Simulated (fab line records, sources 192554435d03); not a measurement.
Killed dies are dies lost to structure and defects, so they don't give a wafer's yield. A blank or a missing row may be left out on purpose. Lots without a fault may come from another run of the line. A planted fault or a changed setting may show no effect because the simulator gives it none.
Chamber matching | flow n5_finfet | N5_BEOL_M0_SAQP_SPACER2_ETCHBACK_27 on rie_diel-06: 4 sister chambers
The step etches SiO2 in CHF3/O2, target depth 22.5 nm, time 11.25 s. 16 wafers are shown with their chamber, then 8 later ones without.

WAFERS WITH THEIR CHAMBER
wafer  | chamber | rf_vpp_V (V) | throttle_valve_pct (%) | drypump_motor_current_A (A)
L078.1 | 3       | 506          | 19.09                  | 5.7
L078.2 | 0       | 529          | 18.76                  | 5.3
L078.4 | 2       | 529          | 19.06                  | 6.1
L083.3 | 2       | 530          | 19.08                  | 6.1
L083.4 | 1       | 533          | 19.15                  | 5.8
L083.5 | 3       | 504          | 19.10                  | 5.7
L087.1 | 0       | 530          | 18.78                  | 5.3
L087.3 | 2       | 528          | 19.09                  | 6.0
L087.4 | 3       | 505          | 19.13                  | 5.7
L089.1 | 0       | 529          | 18.78                  | 5.3
L089.2 | 3       | 504          | 19.11                  | 5.7
L089.4 | 3       | 505          | 19.12                  | 5.7
L090.3 | 3       | 504          | 19.13                  | 5.7
L090.4 | 3       | 506          | 19.13                  | 5.7
L090.5 | 2       | 527          | 19.09                  | 6.1
L092.3 | 0       | 529          | 18.78                  | 5.4

SIGNATURES (means of the wafers above)
reading                 | chamber 0 | chamber 1 | chamber 2 | chamber 3 | scatter within a chamber
rf_vpp_V                | 529.25    | 533.00    | 528.50    | 504.86    | 0.94
throttle_valve_pct      | 18.7750   | 19.1500   | 19.0800   | 19.1157   | 0.0144
drypump_motor_current_A | 5.325     | 5.800     | 6.075     | 5.700     | 0.0354
Rule: a wafer's distance from a chamber is the root of the sum, over the readings, of the square of ((its reading less the chamber's mean) divided by the reading's scatter). The wafer belongs to the nearest chamber; if the next one is less than 2 further off, it can't be placed. The scatter: the root of (the sum of the squares of (reading less its chamber's mean) over the shown wafers, divided by (wafers less chambers)).

WAFERS WITHOUT THEIR CHAMBER
wafer  | rf_vpp_V (V) | throttle_valve_pct (%) | drypump_motor_current_A (A)
L092.4 | 505          | 19.13                  | 5.7
L092.5 | 529          | 19.11                  | 6.1
L094.1 | 528          | 18.80                  | 5.4
L094.5 | 528          | 19.11                  | 6.1
L094.6 | 506          | 19.15                  | 5.7
L096.1 | 505          | 19.15                  | 5.7
L096.3 | 529          | 18.81                  | 5.3
L096.6 | 534          | 19.15                  | 5.8

WHICH CHAMBER EACH WENT THROUGH
wafer  | from the rows above | in truth
L092.4 | 3                   | 3
L092.5 | 2                   | 2
L094.1 | 0                   | 0
L094.5 | 2                   | 2
L094.6 | 3                   | 3
L096.1 | 3                   | 3
L096.3 | 0                   | 0
L096.6 | 1                   | 1
Placed correctly: 8 of 8. Can't be placed from these rows: 0. Placed wrongly: 0.
